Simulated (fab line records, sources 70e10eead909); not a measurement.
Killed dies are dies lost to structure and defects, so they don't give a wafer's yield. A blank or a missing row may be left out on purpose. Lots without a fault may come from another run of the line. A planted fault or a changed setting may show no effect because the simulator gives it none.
Which tool did it? | flow nand_harc | 12 lots, 36 wafers sampled, at 2 steps of a route of 1302

WHAT THE GAUGES READ, wafer by wafer
NHARC_P_GATE_CD_MEAS_46: target cd 720 nm.
lot  | measured     | on        | cd_nm (nm)
L075 | day 5 23:25  | cd_sem-02 | 720.8 718.6 717.5
L077 | day 6 21:10  | cd_sem-03 | 717.6 717.5 723.4
L079 | day 7 19:13  | cd_sem-01 | 717.6 720.4 721.0
L082 | day 8 18:04  | cd_sem-03 | 719.0 718.2 716.7
L083 | day 9 09:36  | cd_sem-02 | 720.9 717.8 720.6
L085 | day 10 01:48 | cd_sem-03 | 719.3 719.7 721.5
L087 | day 11 13:41 | cd_sem-02 | 720.8 720.5 720.1
L089 | day 11 19:29 | cd_sem-03 | 722.8 719.6 721.7
L091 | day 12 17:19 | cd_sem-02 | 716.3 722.3 720.3
L093 | day 13 14:40 | cd_sem-01 | 719.1 720.6 721.6
L095 | day 14 08:26 | cd_sem-02 | 722.6 719.3 717.5
L097 | day 15 04:27 | cd_sem-02 | 717.8 717.9 717.9

WHICH TOOL RAN EACH LOT (tool, then ch and the chambers of the sampled wafers, then the start)
lot  | NHARC_P_GATE_DESCUM_13
L075 | rie_diel-08 ch 0,1,3, day 4 19:08
L077 | rie_diel-05 ch 0,1,2, day 5 15:46
L079 | rie_diel-05 ch 2,3, day 6 17:12
L082 | rie_diel-08 ch 0,1,2, day 7 16:19
L083 | rie_diel-03 ch 2,3, day 8 04:05
L085 | rie_diel-08 ch 0,2,3, day 8 21:16
L087 | rie_diel-03 ch 2,3, day 10 08:40
L089 | rie_diel-08 ch 1,3, day 10 13:18
L091 | rie_diel-08 ch 0,1,2, day 11 10:45
L093 | rie_diel-03 ch 1,2,3, day 12 13:08
L095 | rie_diel-08 ch 1,2,3, day 13 05:12
L097 | rie_diel-05 ch 0,1, day 14 01:28
- NHARC_P_GATE_DESCUM_13: chemistry O2, time 3 s.

THE ANSWER, worked out from the rows above alone
Rule: what is usual is taken from the lots themselves. Put in order of their means at a reading, lots are off if they are a third of the lots or fewer, leave a main group of 4 or more, and stand apart from it by a gap of 3 or more times the standard deviation of the main group's means; of several such gaps the widest counts. A main group whose means are all the same, to the digits that the tables above print for the reading, isn't used. A lot without any number at a reading at which 4 lots or more have one is off too. The other lots that the step has rows for count as sound.
No lot is off at any reading shown: from this, nothing can be told.

WHAT THE SIMULATOR HAD PUT IN
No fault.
